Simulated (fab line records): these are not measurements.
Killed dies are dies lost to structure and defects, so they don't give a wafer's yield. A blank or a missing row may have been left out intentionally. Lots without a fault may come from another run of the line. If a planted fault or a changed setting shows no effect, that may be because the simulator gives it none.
Matching of chambers + flow n5-finfet + 4 sister chambers for N5_BEOL_M2_DESCUM_16 on rie-diel-01
The step chemistry O2, time 7 s. 8 wafers are shown with their chamber, then 7 later ones without.

== WAFERS WITH THEIR CHAMBER ==
| wafer  | chamber | throttle-valve-pct (%) | showerhead-plenum-p-Torr (Torr) |
|--------|---------|------------------------|---------------------------------|
| L165.2 | 2       | 20.04                  | 2.23                            |
| L165.4 | 0       | 20.22                  | 2.14                            |
| L165.6 | 2       | 20.04                  | 2.23                            |
| L168.1 | 1       | 20.69                  | 2.02                            |
| L168.2 | 3       | 20.87                  | 2.21                            |
| L168.4 | 0       | 20.22                  | 2.14                            |
| L178.1 | 3       | 20.91                  | 2.20                            |
| L178.2 | 1       | 20.71                  | 2.01                            |

== WAFERS WHOSE CHAMBER IS MISSING ==
| wafer  | throttle-valve-pct (%) | showerhead-plenum-p-Torr (Torr) |
|--------|------------------------|---------------------------------|
| L178.3 | 20.07                  | 2.22                            |
| L179.2 | 20.73                  | 2.01                            |
| L179.3 | 20.26                  | 2.13                            |
| L179.6 | 20.10                  | 2.22                            |
| L181.3 | 20.27                  | 2.13                            |
| L181.4 | 20.09                  | 2.22                            |
| L181.6 | 20.92                  | 2.20                            |

== THE CHAMBER EACH PASSED THROUGH ==
| wafer  | from the rows above | in truth |
|--------|---------------------|----------|
| L178.3 | 2                   | 2        |
| L179.2 | 1                   | 1        |
| L179.3 | 0                   | 0        |
| L179.6 | 2                   | 2        |
| L181.3 | 0                   | 0        |
| L181.4 | 2                   | 2        |
| L181.6 | 3                   | 3        |
Correctly placed: 7 of 7. Number that these rows cannot place: 0. Placed wrongly: 0.
How it was worked out, from the rows above alone: a wafer's distance from a chamber is the root of the sum, over the readings, of the square of ((its reading less the chamber's mean) divided by the reading's scatter). The wafer belongs to the nearest chamber; if the next one is less than 2 further off, it can't be placed. The mean given for a chamber averages the wafers shown for that chamber. The scatter: the root of (the sum of the squares of (reading less its chamber's mean) over the shown wafers, divided by (wafers less chambers)).
